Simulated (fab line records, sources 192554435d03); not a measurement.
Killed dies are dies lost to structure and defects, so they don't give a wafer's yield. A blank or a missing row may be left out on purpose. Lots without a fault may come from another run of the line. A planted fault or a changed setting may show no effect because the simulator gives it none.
fab line records | flow n5_finfet | part 2 of 2: steps 5 to 6 of 6
record lots=22 wafers=66 last_day=18
route steps=1938 shown GATE_CUT@493 MOL_CONTACT_COAG@574
lots that met no fault: from a run of the same line without faults
start_h: hours from the record's first day to the start of the lot's first wafer shown | wait_h: hours since the lot's step before | " the same as in the row above | L1.1+2: a row that stands for several wafers | - no value, or no start given | * or withheld: withheld | < > ~ a bound
route shown NAME@n: a module of which the file shows steps, and the number in the route of the first | usual: mean/standard deviation of fault-free wafers | same: alike in all rows | chamber/n: place in a boat | sites: the reading at each site | _std_site: their standard deviation | _edge_site: outer sites' mean less inner sites' | radius_mm: how far each site lies from the wafer's centre | mask NAME#n: copy n | behind: the tool/chamber that last shaped the wafer | hold: why the lot was held/for how many hours/how that ended | device: the transistor (n, p or np) that didn't switch | end of line: the same wafers' tests at the end of the route | a step without rows: its recipe alone | killed: dies lost to structure and defects at the first sort, not the wafer's yield | map: a wafer's dies, x killed, . not, _ none there
set.NAME: the setting as run; set.NAME@STEP: as run at that earlier step | model.NAME: the simulator's own value behind a step, which no gauge read
steps of the route over a sample of lots; a table a step, a row a wafer
services: from which hour (start_h, from the record's first day; less than 0 if before it) a tool's chamber was out of use, for how many hours, and why
## steps
# step N5_MOL_CONTACT_COAG_ETCH_91
# recipe chemistry=N2/H2 target=SOC target_depth_a=600 overetch_a=210 mask_material=SiARC temp_c=40 time_s=101.2 ion_energy_ev=200 pressure_mtorr=30 source_w=840 bias_w=150 n2_flow_sccm=200 h2_flow_sccm=200
# usual drypump_motor_current_A=5.7/0.5 oes_product_au=0.69/0.054 rf_vpp_V=524.0/2.3 showerhead_plenum_p_Torr=2.54/0.077 throttle_valve_pct=17.68/0.27
# columns lot.wafer tool chamber start_h wait_h drypump_motor_current_A oes_product_au rf_hours_counter_h rf_vpp_V showerhead_plenum_p_Torr throttle_valve_pct
L074.4 rie_diel-03 1 100.41 0.0 6.1 0.79 - 524.7 2.60 17.47
L074.5 " 2 " " 5.6 0.78 - 524.9 2.59 17.24
L074.6 " 0 " " 5.4 0.72 - 527.5 2.69 17.21
L075.2 rie_diel-03 1 110.34 0.0 6.1 0.78 21 525.3 2.60 17.49
L075.4 " 3 " " 6.0 0.64 111 524.6 2.55 17.66
L075.6 " 3 " " 6.0 0.65 - 523.7 2.55 17.65
L076.2 rie_diel-02 0 113.00 0.0 5.4 0.62 134 523.2 2.55 17.98
L076.3 " 3 " " 5.4 0.65 125 526.7 2.66 17.75
L076.5 " 1 " " 5.0 0.76 - 523.1 2.49 17.83
L078.2 rie_diel-03 1 124.89 0.0 6.1 0.77 27 526.1 2.60 17.50
L078.5 " 3 " " 6.0 0.64 - 525.3 2.55 17.68
L078.6 " 2 " " 5.6 0.75 - 526.4 2.59 17.24
L079.3 rie_diel-03 0 137.89 0.0 5.5 0.71 63 528.3 2.69 17.23
L079.4 " 1 " " 6.1 0.77 31 524.7 2.60 17.51
L079.5 " 2 " " 5.6 0.75 - 526.2 2.59 17.25
L080.2 rie_diel-03 0 142.44 0.0 5.5 0.71 64 527.6 2.69 17.23
L080.5 " 2 " " 5.6 0.74 - 526.7 2.59 17.26
L080.6 " 1 " " 6.1 0.77 - 524.9 2.60 17.50
L081.2 rie_diel-03 0 146.40 0.0 5.5 0.70 65 528.0 2.69 17.24
L081.4 " 1 " " 6.2 0.77 33 526.4 2.60 17.51
L081.5 " 2 " " 5.6 0.74 - 525.9 2.59 17.26
L082.1 rie_diel-06 2 150.03 0.0 5.4 0.70 86 521.1 2.46 17.62
L082.3 " 1 " " 4.9 0.63 155 520.2 2.42 17.83
L082.5 " 3 " " 6.6 0.67 - 524.2 2.58 18.03
L083.1 rie_diel-06 1 153.32 0.0 4.9 0.63 156 522.4 2.42 17.85
L083.3 " 0 " " 6.2 0.74 31 523.4 2.48 17.75
L083.4 " 3 " " 6.6 0.68 84 525.2 2.58 18.06
L084.2 rie_diel-06 0 156.61 0.0 6.2 0.74 32 522.7 2.48 17.74
L084.4 " 1 " " 4.9 0.63 157 521.1 2.42 17.84
L084.6 " 0 " " 6.2 0.74 - 521.8 2.48 17.74
L085.1 rie_diel-02 3 165.50 0.0 5.4 0.64 143 526.7 2.65 17.78
L085.2 " 0 " " 5.4 0.62 152 525.1 2.54 18.01
L085.6 " 3 " " 5.4 0.65 - 527.3 2.65 17.79
L087.3 rie_diel-06 3 172.67 0.0 6.6 0.68 90 525.3 2.58 18.06
L087.4 " 1 " " 4.9 0.62 161 520.7 2.42 17.84
L087.5 " 3 " " 6.6 0.67 - 524.9 2.58 18.06
L088.2 rie_diel-06 3 186.30 0.0 6.6 0.67 94 523.2 2.58 18.08
L088.4 " 2 " " 5.5 0.69 97 520.1 2.45 17.66
L088.5 " 1 " " 4.9 0.62 - 519.2 2.42 17.83
L089.2 rie_diel-06 2 196.37 0.0 5.4 0.69 100 521.8 2.45 17.65
L089.3 " 1 " " 4.8 0.62 168 521.7 2.42 17.85
L089.5 " 3 " " 6.6 0.66 - 523.7 2.57 18.07
L090.3 rie_diel-02 3 205.30 0.0 5.4 0.64 155 527.1 2.65 17.82
L090.4 " 1 " " 5.0 0.71 47 522.9 2.48 17.87
L090.5 " 3 " " 5.4 0.64 - 527.3 2.65 17.81
L092.1 rie_diel-02 3 206.62 0.0 5.4 0.64 155 526.5 2.65 17.81
L092.2 " 2 " " 5.1 0.75 37 522.3 2.49 18.12
L092.3 " 1 " " 5.1 0.71 47 521.4 2.48 17.85
L091.1 rie_diel-06 2 207.70 0.0 5.4 0.68 104 522.3 2.45 17.67
L091.2 " 3 " " 6.6 0.65 101 524.5 2.57 18.07
L091.3 " 1 " " 4.9 0.62 172 520.3 2.42 17.86
L093.2 rie_diel-06 2 213.94 0.0 5.4 0.68 106 520.3 2.45 17.68
L093.3 " 3 " " 6.6 0.66 103 523.9 2.57 18.08
L093.4 " 1 " " 4.8 0.61 174 521.9 2.41 17.87
L094.1 rie_diel-03 3 224.25 0.0 6.0 0.62 148 524.2 2.54 17.71
L094.5 " 2 " " 5.6 0.70 - 524.2 2.58 17.31
L094.6 " 1 " " 6.1 0.73 - 525.0 2.59 17.55
L095.2 rie_diel-06 1 237.79 0.0 4.9 0.61 183 521.2 2.41 17.86
L095.3 " 2 " " 5.4 0.67 116 520.4 2.45 17.70
L095.4 " 2 " " 5.5 0.68 - 521.1 2.45 17.70
L097.2 rie_diel-03 0 244.59 0.0 5.5 0.68 94 526.7 2.67 17.30
L097.4 " 2 " " 5.6 0.70 53 522.5 2.57 17.32
L097.5 " 2 " " 5.6 0.70 - 525.2 2.57 17.32
L096.1 rie_diel-03 0 249.41 0.0 5.5 0.68 95 529.4 2.67 17.28
L096.2 " 1 " " 6.2 0.72 64 525.3 2.58 17.57
L096.4 " 2 " " 5.6 0.70 54 524.9 2.57 17.30
# step N5_MOL_CONTACT_COAG_STRIP_119
# recipe chemistry=N2/H2 time_s=30 power_w=1000 temp_c=250 pressure_mtorr=withheld n2_flow_sccm=1750 h2_flow_sccm=3250
# usual drypump_motor_current_A=5.6/0.36 heater_power_w=313/12
# columns lot.wafer tool chamber start_h wait_h drypump_motor_current_A heater_power_w rf_hours_counter_h
L074.4 plasma_asher-02 1 100.70 0.0 5.1 320 -
L074.5 " 1 " " 5.1 316 -
L074.6 " 0 " " 5.8 323 -
L075.2 plasma_asher-01 1 110.65 0.1 5.4 293 45
L075.4 " 0 " " 6.1 319 -
L075.6 " 0 " " 6.1 314 -
L076.2 plasma_asher-01 0 113.32 0.1 6.1 309 45
L076.3 " 0 " " 6.1 316 -
L076.5 " 0 " " 6.1 320 -
L078.2 plasma_asher-02 0 125.23 0.1 5.8 318 98
L078.5 " 0 " " 5.8 326 -
L078.6 " 1 " " 5.1 313 -
L079.3 plasma_asher-01 1 138.22 0.1 5.4 289 -
L079.4 " 0 " " 6.0 318 -
L079.5 " 0 " " 6.1 317 -
L080.2 plasma_asher-02 0 142.75 0.1 5.8 321 103
L080.5 " 0 " " 5.8 321 -
L080.6 " 1 " " 5.2 317 -
L081.2 plasma_asher-01 0 146.71 0.1 6.1 315 50
L081.4 " 0 " " 6.1 312 -
L081.5 " 1 " " 5.4 285 -
L082.1 plasma_asher-02 0 150.34 0.1 5.8 330 105
L082.3 " 1 " " 5.1 317 -
L082.5 " 0 " " 5.8 314 -
L083.1 plasma_asher-02 0 153.63 0.1 5.8 321 106
L083.3 " 1 " " 5.1 324 -
L083.4 " 0 " " 5.8 316 -
L084.2 plasma_asher-02 0 156.92 0.1 5.8 322 106
L084.4 " 0 " " 5.8 328 -
L084.6 " 1 " " 5.1 321 -
L085.1 plasma_asher-02 0 165.81 0.1 5.8 318 108
L085.2 " 1 " " 5.2 315 108
L085.6 " 0 " " 5.8 327 -
L087.3 plasma_asher-02 0 173.00 0.1 5.8 317 -
L087.4 " 1 " " 5.1 308 -
L087.5 " 1 " " 5.1 316 -
L088.2 plasma_asher-01 1 186.61 0.1 5.4 290 56
L088.4 " 1 " " 5.4 293 -
L088.5 " 1 " " 5.4 288 -
L089.2 plasma_asher-01 1 196.68 0.1 5.4 292 58
L089.3 " 1 " " 5.4 291 -
L089.5 " 0 " " 6.1 309 -
L090.3 plasma_asher-02 0 205.64 0.1 5.8 322 -
L090.4 " 1 " " 5.1 325 -
L090.5 " 0 " " 5.8 314 -
L092.1 plasma_asher-02 0 206.93 0.1 5.8 318 116
L092.2 " 1 " " 5.1 324 116
L092.3 " 0 " " 5.8 328 -
L091.1 plasma_asher-01 0 208.05 0.1 6.1 323 60
L091.2 " 1 " " 5.4 294 60
L091.3 " 1 " " 5.4 289 -
L093.2 plasma_asher-02 0 214.26 0.1 5.8 316 117
L093.3 " 0 " " 5.8 317 -
L093.4 " 1 " " 5.1 317 -
L094.1 plasma_asher-01 0 224.56 0.1 6.0 333 63
L094.5 " 0 " " 6.0 319 -
L094.6 " 1 " " 5.4 281 -
L095.2 plasma_asher-02 1 238.11 0.1 5.2 310 123
L095.3 " 0 " " 5.8 317 -
L095.4 " 1 " " 5.1 320 -
L097.2 plasma_asher-01 1 244.91 0.1 5.4 286 68
L097.4 " 1 " " 5.4 297 -
L097.5 " 1 " " 5.4 290 -
L096.1 plasma_asher-01 1 249.72 0.1 5.4 296 69
L096.2 " 0 " " 6.1 321 69
L096.4 " 1 " " 5.4 295 -
## services
# columns tool chamber start_h hours kind
rie_diel-02 - 63.34 4.1 repair
rie_diel-03 2 68.24 - clean
rie_diel-03 2 68.24 - consumable_replace:focus_ring
rie_diel-03 2 68.24 21.9 scheduled_down
rie_diel-03 2 68.24 21.9 vent_cycle
rie_diel-02 2 74.93 - clean
rie_diel-02 2 74.93 - consumable_replace:focus_ring
rie_diel-01 0 83.15 5.0 repair
rie_diel-01 0 97.10 6.9 repair
rie_diel-06 - 100.57 14.6 pm
plasma_asher-02 - 109.26 2.8 pm
plasma_asher-01 - 115.45 10.4 repair
rie_diel-06 0 131.05 5.5 repair
rie_diel-05 1 141.67 9.0 repair
rie_diel-06 0 162.38 3.7 repair
rie_diel-02 1 162.82 3.1 repair
plasma_asher-01 - 168.97 3.8 repair
rie_diel-05 3 190.29 7.9 repair
rie_diel-01 1 194.00 11.3 repair
rie_diel-01 0 197.51 3.7 repair
rie_diel-01 3 226.04 5.8 repair
rie_diel-01 2 236.17 32.3 repair
rie_diel-01 - 236.82 0.8 repair
rie_diel-06 3 237.05 5.0 repair
